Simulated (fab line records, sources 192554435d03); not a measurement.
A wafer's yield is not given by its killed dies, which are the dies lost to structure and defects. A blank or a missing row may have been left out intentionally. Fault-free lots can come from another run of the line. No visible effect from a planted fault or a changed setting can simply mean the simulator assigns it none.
fab line records ; flow n5Finfet ; part 2 of 2: steps 23 to 31 of 31
[record] lots = 5; wafers = 15; lastDay = 16
route steps=1938 shown BEOL_M0@720 BEOL_M1@751
lots that met no fault: from a run of the same line without faults
startH: start of the lot's first displayed wafer, in hours after the record's first day ; waitH: how many hours have passed since the lot's step before this one ; " unchanged from the row above ; L1.1+2: a single row standing in for several wafers ; - no value, or no start given ; * or withheld: withheld ; < > ~ a bound
route shown NAME@n: names a module that has steps shown in the file, with the first one's number in the route ; usual: mean and standard deviation over wafers with no fault ; same: alike in all rows ; chamber/n: place in a boat ; sites: the reading at each site ; _std_site: standard deviation across them ; _edge_site: inner sites' mean taken away from outer sites' mean ; radiusMm: for every site, how far away it sits from the centre of the wafer ; mask NAME#n: copy n ; behind: the tool/chamber that last shaped the wafer ; hold: what put the lot on hold/how long, in hours/how the hold closed ; device: transistor that didn't switch, given as n, p or np ; end of line: the route-end tests of the same wafers ; a step without rows: its recipe alone ; killed: count of dies lost to structure and defects at first sort (not the wafer's yield) ; map: shows each die of a wafer: x if killed, . if not, _ if none is there
set.NAME: the setting as run; set.NAME@STEP: as run at that earlier step ; model.NAME: the simulator's own value behind a step, which no gauge read
lots at some steps of the route; a table a step, a row a wafer
services: the hour from which a tool's chamber was out of use, counted from the record's first day as startH (under 0 if before that day), plus the number of hours and why
[[steps]]
[step N5_BEOL_M0_ANNEAL_119]
[recipe] tempC = 225; timeS = 90; ambient = N2
[usual] annealTempC = 225.00/0.14; wafer_temp_C_max = 225.9/0.31
lot.wafer;tool;chamber;startH;waitH;annealTempC;wafer_temp_C_max
L081.3;rtpAnneal-01;0;162.73;0.1;224.84;226.6
L081.4;rtpAnneal-01;0;162.73;0.1;225.31;226.2
L081.5;rtpAnneal-01;0;162.73;0.1;224.71;226.2
L084.1;rtpAnneal-01;0;184.34;0.1;225.03;226.2
L084.3;rtpAnneal-01;0;184.34;0.1;224.92;225.5
L084.4;rtpAnneal-01;0;184.34;0.1;225.19;225.7
L085.1;rtpAnneal-02;0;189.31;0.1;225.01;225.2
L085.3;rtpAnneal-02;0;189.31;0.1;225.11;225.5
L085.4;rtpAnneal-02;0;189.31;0.1;225.08;225.6
L087.1;rtpAnneal-01;0;202.73;0.1;224.98;225.9
L087.4;rtpAnneal-01;0;202.73;0.1;224.95;225.8
L087.5;rtpAnneal-01;0;202.73;0.1;224.71;226.1
L089.2;rtpAnneal-01;0;212.79;0.6;225.15;225.7
L089.3;rtpAnneal-01;0;212.79;0.6;225.05;226.1
L089.5;rtpAnneal-01;0;212.79;0.6;225.08;226.7
[step N5_BEOL_M0_CMP_120]
[recipe] stopOn = SiOC; tOverpolishS = 6.9; downForcePsi = 1; platenRpm = 50; clearingPlatenDownForcePsi = 1.5; clearingPlatenRpm = 50; postCmpClean = cuAlkaline; clearingPlatenPadVelocityMS = 0.99484; padVelocityMS = 0.99484
[usual] barrierFieldEndpointS = 3.74/0.13; motorCurrentA = 6.2/0.65; overpolishRunS = 6.900/0.0085; slurryFlowMlMin = 150.0/0.47; timeToEndpointS = 63/3.2
lot.wafer;tool;chamber;startH;waitH;barrierFieldEndpointS;motorCurrentA;overpolishRunS;slurryFlowMlMin;timeToEndpointS
L081.4;cmp-02;0;162.98;0.2;3.88;7.7;6.920;149.9;64
L081.3;cmp-02;1;162.98;0.2;3.98;6.1;6.898;150.0;67
L081.5;cmp-02;3;162.98;0.2;3.90;5.9;6.909;150.2;67
L084.3;cmp-02;3;185.30;0.8;3.82;6.1;6.906;150.1;62
L084.1;cmp-02;0;185.30;0.8;3.93;7.1;6.892;150.0;64
L084.4;cmp-02;2;185.30;0.8;3.80;6.0;6.910;150.8;60
L085.4;cmp-04;2;189.60;0.1;3.59;6.7;6.888;151.1;60
L085.3;cmp-04;3;189.60;0.1;3.61;7.8;6.897;149.5;61
L085.1;cmp-04;1;189.60;0.1;3.80;6.0;6.886;149.7;63
L087.1;cmp-04;2;203.03;0.3;3.86;7.0;6.910;150.4;61
L087.4;cmp-04;3;203.03;0.3;3.88;7.2;6.893;150.9;64
L087.5;cmp-04;3;203.03;0.3;3.68;7.3;6.900;150.4;63
L089.3;cmp-04;1;213.08;0.2;3.63;6.5;6.899;150.1;65
L089.2;cmp-04;3;213.08;0.2;3.85;7.4;6.895;150.2;67
L089.5;cmp-04;1;213.08;0.2;3.59;6.2;6.894;149.2;62
[step N5_BEOL_M0_PRE_CLEAN_131]
[recipe] gas = NH3/H2; timeS = 15; tempC = *; rfPowerW = 300
[usual] heaterPowerW = 83/26
lot.wafer;tool;chamber;startH;waitH;heaterPowerW
L081.3;cvdCo-02;1;163.29;0.1;74
L081.4;cvdCo-02;2;163.29;0.1;49
L081.5;cvdCo-02;1;163.29;0.1;74
L084.1;cvdCo-01;2;185.67;0.1;112
L084.3;cvdCo-01;1;185.67;0.1;109
L084.4;cvdCo-01;0;185.67;0.1;53
L085.1;cvdCo-02;0;189.93;0.0;105
L085.3;cvdCo-02;1;189.93;0.0;75
L085.4;cvdCo-02;2;189.93;0.0;49
L087.1;cvdCo-01;2;203.42;0.1;111
L087.4;cvdCo-01;0;203.42;0.1;54
L087.5;cvdCo-01;1;203.42;0.1;108
L089.2;cvdCo-02;2;213.37;0.0;52
L089.3;cvdCo-02;0;213.37;0.0;104
L089.5;cvdCo-02;2;213.37;0.0;50
[step N5_BEOL_M0_CO_CAP_123]
[recipe] material = Co; targetThkA = 20; tempC = 200; precursor = CCTBA/H2; pressureTorr = 30; timeS = 102.1
[usual] heaterPowerW = 233/32
lot.wafer;tool;chamber;startH;waitH;heaterPowerW
L081.3;cvdCo-02;1;163.37;0.1;222
L081.4;cvdCo-02;2;163.37;0.1;202
L081.5;cvdCo-02;1;163.37;0.1;227
L084.1;cvdCo-01;2;185.71;0.0;268
L084.3;cvdCo-01;1;185.71;0.0;271
L084.4;cvdCo-01;0;185.71;0.0;202
L085.1;cvdCo-02;0;189.97;0.0;261
L085.3;cvdCo-02;1;189.97;0.0;220
L085.4;cvdCo-02;2;189.97;0.0;191
L087.1;cvdCo-01;2;203.46;0.0;262
L087.4;cvdCo-01;0;203.46;0.0;200
L087.5;cvdCo-01;1;203.46;0.0;266
L089.2;cvdCo-02;2;213.41;0.0;199
L089.3;cvdCo-02;0;213.41;0.0;255
L089.5;cvdCo-02;2;213.41;0.0;190
[step N5_BEOL_M0_PRE_CLEAN_124]
[recipe] gas = NH3; timeS = 15; tempC = withheld; rfPowerW = 300
lot.wafer;tool;chamber;startH;waitH
L081.3+4+5;pecvd-02;1,0,0;163.47;0.1
L084.1+3+4;pecvd-03;2,0,2;185.80;0.1
L085.1+3+4;pecvd-01;1,2,1;190.07;0.1
L087.1+4+5;pecvd-01;0,1,0;203.55;0.1
L089.2+3+5;pecvd-03;2,1,0;213.50;0.1
[step N5_BEOL_M0_DEP_125]
[recipe] material = SiCN; targetThkA = 80; tempC = withheld; precursor = 3MS/NH3; pressureTorr = 3; rfW = 202; timeS = 14
[usual] showerheadPlenumPTorr = 3.665/0.011; throttleValvePct = 8.9/0.47
lot.wafer;tool;chamber;startH;waitH;showerheadPlenumPTorr;throttleValvePct
L081.3;pecvd-02;1;163.51;0.0;3.655;8.7
L081.4;pecvd-02;0;163.51;0.0;3.661;8.9
L081.5;pecvd-02;0;163.51;0.0;3.663;8.7
L084.1;pecvd-03;2;185.83;0.0;3.680;8.3
L084.3;pecvd-03;0;185.83;0.0;3.665;9.1
L084.4;pecvd-03;2;185.83;0.0;3.676;8.6
L085.1;pecvd-01;1;190.09;0.0;3.663;10.0
L085.3;pecvd-01;2;190.09;0.0;3.665;10.0
L085.4;pecvd-01;1;190.09;0.0;3.660;9.7
L087.1;pecvd-01;0;203.59;0.0;3.672;9.4
L087.4;pecvd-01;1;203.59;0.0;3.664;9.7
L087.5;pecvd-01;0;203.59;0.0;3.677;9.0
L089.2;pecvd-03;2;213.53;0.0;3.667;8.4
L089.3;pecvd-03;1;213.53;0.0;3.684;8.6
L089.5;pecvd-03;0;213.53;0.0;3.657;9.1
[step N5_BEOL_M0_RS_MEAS_126]
[recipe] thkMeasGauge = four-point-probe; reads = Co_of_BEOL_M0_CO_CAP_123+Cu_of_BEOL_M0_ECD_118+Co_of_BEOL_M0_CVD_115+TaN_of_BEOL_M0_ALD_136
[usual] M0_RS = 0.529/0.018
lot.wafer;tool;chamber;startH;waitH;M0_RS[ohm/sq]
L081.3;filmMetro-02;-;163.58;0.1;0.527
L081.4;filmMetro-02;-;163.58;0.1;0.512
L081.5;filmMetro-02;-;163.58;0.1;0.514
L084.1;filmMetro-01;-;185.89;0.0;0.554
L084.3;filmMetro-01;-;185.89;0.0;0.554
L084.4;filmMetro-01;-;185.89;0.0;0.536
L085.1;filmMetro-01;-;190.16;0.0;0.547
L085.3;filmMetro-01;-;190.16;0.0;0.549
L085.4;filmMetro-01;-;190.16;0.0;0.534
L087.1;filmMetro-02;-;203.68;0.1;0.529
L087.4;filmMetro-02;-;203.68;0.1;0.511
L087.5;filmMetro-02;-;203.68;0.1;0.499
L089.2;filmMetro-01;-;213.60;0.1;0.557
L089.3;filmMetro-01;-;213.60;0.1;0.555
L089.5;filmMetro-01;-;213.60;0.1;0.540
[step N5_BEOL_M0_INSPECT_127]
[recipe] inspectInstrument = darkfield; mode = postDep
[usual] rawDefectCount = 74/25
lot.wafer;tool;chamber;startH;waitH;rawDefectCount
L081.3;defectInspect-01;-;163.61;0.0;103
L081.4;defectInspect-01;-;163.61;0.0;84
L081.5;defectInspect-01;-;163.61;0.0;58
L084.1;defectInspect-02;-;185.92;0.0;68
L084.3;defectInspect-02;-;185.92;0.0;84
L084.4;defectInspect-02;-;185.92;0.0;59
L085.1;defectInspect-01;-;190.18;0.0;93
L085.3;defectInspect-01;-;190.18;0.0;141
L085.4;defectInspect-01;-;190.18;0.0;109
L087.1;defectInspect-01;-;203.70;0.0;74
L087.4;defectInspect-01;-;203.70;0.0;46
L087.5;defectInspect-01;-;203.70;0.0;45
L089.2;defectInspect-02;-;213.62;0.0;87
L089.3;defectInspect-02;-;213.62;0.0;67
L089.5;defectInspect-02;-;213.62;0.0;59
[step N5_BEOL_M1_ILD_DEP_00]
[recipe] material = SiOC; targetThkA = 790; tempC = 350; precursor = DEMS/O2; pressureTorr = 5; rfW = 500; timeS = 15.3
[usual] heaterPowerW = 447/67; showerheadPlenumPTorr = 5.693/0.015; throttleValvePct = 11.9/0.67
lot.wafer;tool;chamber;startH;waitH;heaterPowerW;showerheadPlenumPTorr;throttleValvePct
L081.3;pecvd-03;1;163.64;0.0;393;5.711;11.2
L081.4;pecvd-03;1;163.64;0.0;391;5.711;11.7
L081.5;pecvd-03;2;163.64;0.0;497;5.693;11.2
L084.1;pecvd-03;2;185.96;0.0;496;5.695;11.4
L084.3;pecvd-03;1;185.96;0.0;450;5.720;11.3
L084.4;pecvd-03;1;185.96;0.0;465;5.712;11.7
L085.1;pecvd-03;0;190.22;0.0;457;5.680;12.2
L085.3;pecvd-03;1;190.22;0.0;462;5.721;11.7
L085.4;pecvd-03;2;190.22;0.0;467;5.697;11.1
L087.1;pecvd-03;2;203.74;0.0;492;5.702;11.1
L087.4;pecvd-03;1;203.74;0.0;471;5.719;11.7
L087.5;pecvd-03;2;203.74;0.0;481;5.713;11.3
L089.2;pecvd-04;1;213.66;0.0;524;5.682;12.6
L089.3;pecvd-04;0;213.66;0.0;367;5.679;11.2
L089.5;pecvd-04;1;213.66;0.0;546;5.685;12.8
[[services]]
tool;chamber;startH;hours;kind
wetBench-04;-;142.64;4.4;pm
cmp-02;-;142.79;4.0;pm
rieDiel-06;1;144.17;-;clean
rieDiel-06;1;144.17;-;consumableReplace:focusRing
rieDiel-06;1;144.17;14.5;scheduledDown
rieDiel-06;1;144.17;14.5;ventCycle
pecvd-01;2;145.14;11.9;repair
ecdCu-02;-;149.80;2.4;repair
cmp-04;-;150.54;5.1;repair
ecdCu-02;-;159.62;5.1;pm
pecvd-02;2;162.58;6.2;repair
cvdCo-01;-;167.86;6.9;pm
rieDiel-02;2;173.19;5.9;repair
rieDiel-06;1;176.21;35.1;repair
pecvd-03;0;179.48;4.6;scheduledDown
rieDiel-02;-;182.74;0.5;repair
rieDiel-02;2;192.53;6.0;repair
pecvd-03;-;199.47;0.3;repair
pecvd-01;2;202.38;-;clean
pecvd-01;2;202.38;-;consumableReplace:showerhead
pecvd-01;2;202.38;29.0;scheduledDown
cmp-02;-;207.76;20.2;pm
cvdCo-02;-;210.13;0.5;repair
aldMetal-02;2;210.49;16.6;repair
